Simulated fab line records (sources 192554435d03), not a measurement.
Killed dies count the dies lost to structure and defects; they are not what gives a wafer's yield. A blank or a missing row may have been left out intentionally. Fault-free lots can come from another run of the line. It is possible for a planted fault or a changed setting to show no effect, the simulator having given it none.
Matching of chambers | flow n5_finfet | N5_BEOL_M1_PRE_CLEAN_60 on cvd_co-01 has 3 sister chambers
The step time 15 s. 27 wafers are shown with their chamber, then 12 later ones without.

WAFERS PAIRED WITH THEIR CHAMBERS
wafer  | chamber | heater_power_w (W)
L074.2 | 2       | 46
L074.4 | 1       | 81
L074.5 | 2       | 47
L075.1 | 2       | 46
L075.3 | 2       | 46
L075.6 | 1       | 81
L077.2 | 1       | 80
L077.3 | 0       | 81
L077.6 | 2       | 46
L078.2 | 2       | 47
L078.3 | 1       | 80
L078.5 | 1       | 83
L079.1 | 2       | 46
L079.4 | 1       | 81
L079.6 | 2       | 47
L081.2 | 2       | 47
L081.3 | 0       | 81
L081.4 | 2       | 47
L080.2 | 2       | 46
L080.3 | 0       | 81
L080.6 | 0       | 80
L084.1 | 1       | 81
L084.5 | 1       | 84
L084.6 | 2       | 47
L088.1 | 1       | 82
L088.2 | 2       | 48
L088.6 | 2       | 48

SIGNATURES, as means of the wafers listed above
reading        | chamber 0 | chamber 1 | chamber 2 | scatter within a chamber
heater_power_w | 80.75     | 81.44     | 46.71     | 0.954
Rule: distance of a wafer from a chamber = root of the sum over the readings of ((wafer's reading minus chamber's mean) / reading's scatter) squared. The wafer belongs to the nearest chamber; if the next one is less than 2 further off, it can't be placed. How the scatter is found: for the shown wafers, subtract from each reading the mean of its chamber, square and add these, divide the total by (wafers less chambers), then take the root.

WAFERS WITH NO CHAMBER GIVEN
wafer  | heater_power_w (W)
L086.1 | 80
L086.3 | 81
L086.4 | 82
L090.3 | 80
L090.4 | 82
L090.6 | 48
L092.1 | 47
L092.2 | 80
L092.6 | 47
L096.1 | 47
L096.2 | 81
L096.5 | 48

CHAMBER TAKEN BY EACH
wafer  | from the rows above     | in truth
L086.1 | can't be placed: 0 or 1 | 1
L086.3 | can't be placed: 0 or 1 | 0
L086.4 | can't be placed: 1 or 0 | 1
L090.3 | can't be placed: 0 or 1 | 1
L090.4 | can't be placed: 1 or 0 | 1
L090.6 | 2                       | 2
L092.1 | 2                       | 2
L092.2 | can't be placed: 0 or 1 | 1
L092.6 | 2                       | 2
L096.1 | 2                       | 2
L096.2 | can't be placed: 0 or 1 | 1
L096.5 | 2                       | 2
Correctly placed: 5 of 12. Unplaceable from these rows: 7, with the true chamber sitting among the candidates in 7. Number placed wrongly: 0.
